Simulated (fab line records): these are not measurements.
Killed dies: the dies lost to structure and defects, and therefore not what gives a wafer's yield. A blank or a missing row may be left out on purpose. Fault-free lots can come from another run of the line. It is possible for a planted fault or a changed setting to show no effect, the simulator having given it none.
Chamber matching || flow nand harc || pecvd-04 running NHARC_A_STAIRCASE_DEP_471: 3 sister chambers
The step deposits SiO2, target thk 100 nm. 6 wafers are shown with their chamber, then 7 later ones without.

== WAFERS, EACH WITH ITS CHAMBER ==
{"wafer": "L078.5", "chamber": 1, "heater power w (W)": 420, "throttle valve pct (%)": 16.4}
{"wafer": "L080.4", "chamber": 0, "heater power w (W)": 673, "throttle valve pct (%)": 15.5}
{"wafer": "L080.5", "chamber": 2, "heater power w (W)": 517, "throttle valve pct (%)": 16.0}
{"wafer": "L080.6", "chamber": 1, "heater power w (W)": 432, "throttle valve pct (%)": 16.5}
{"wafer": "L082.4", "chamber": 0, "heater power w (W)": 614, "throttle valve pct (%)": 15.6}
{"wafer": "L082.5", "chamber": 2, "heater power w (W)": 473, "throttle valve pct (%)": 16.1}

== WAFERS WHOSE CHAMBER IS MISSING ==
{"wafer": "L082.6", "heater power w (W)": 346, "throttle valve pct (%)": 16.6}
{"wafer": "L086.1", "heater power w (W)": 394, "throttle valve pct (%)": 16.6}
{"wafer": "L086.2", "heater power w (W)": 501, "throttle valve pct (%)": 16.0}
{"wafer": "L086.6", "heater power w (W)": 616, "throttle valve pct (%)": 15.7}
{"wafer": "L092.2", "heater power w (W)": 485, "throttle valve pct (%)": 16.2}
{"wafer": "L092.3", "heater power w (W)": 416, "throttle valve pct (%)": 16.3}
{"wafer": "L092.5", "heater power w (W)": 500, "throttle valve pct (%)": 16.0}

== WHICH CHAMBER EACH WENT THROUGH ==
{"wafer": "L082.6", "from the rows above": 1, "in truth": 1}
{"wafer": "L086.1", "from the rows above": 1, "in truth": 1}
{"wafer": "L086.2", "from the rows above": 2, "in truth": 2}
{"wafer": "L086.6", "from the rows above": 0, "in truth": 0}
{"wafer": "L092.2", "from the rows above": "can't be placed: 2 or 1", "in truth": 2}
{"wafer": "L092.3", "from the rows above": 1, "in truth": 1}
{"wafer": "L092.5", "from the rows above": 2, "in truth": 2}
6 of 7 placed correctly. Cannot be placed on the basis of these rows: 1; the candidates contain the true chamber in 1. Wrongly placed: 0.
How it was worked out, from the rows above alone: a wafer's distance from a chamber is the root of the sum, over the readings, of the square of ((its reading less the chamber's mean) divided by the reading's scatter). If the next closest chamber is less than 2 further off than the closest, the wafer can't be placed; otherwise it belongs to the closest. A chamber's mean is the mean of its shown wafers. The scatter: take each reading less its chamber's mean, square it, sum over the shown wafers, divide by the number of wafers less the number of chambers, and take the root.
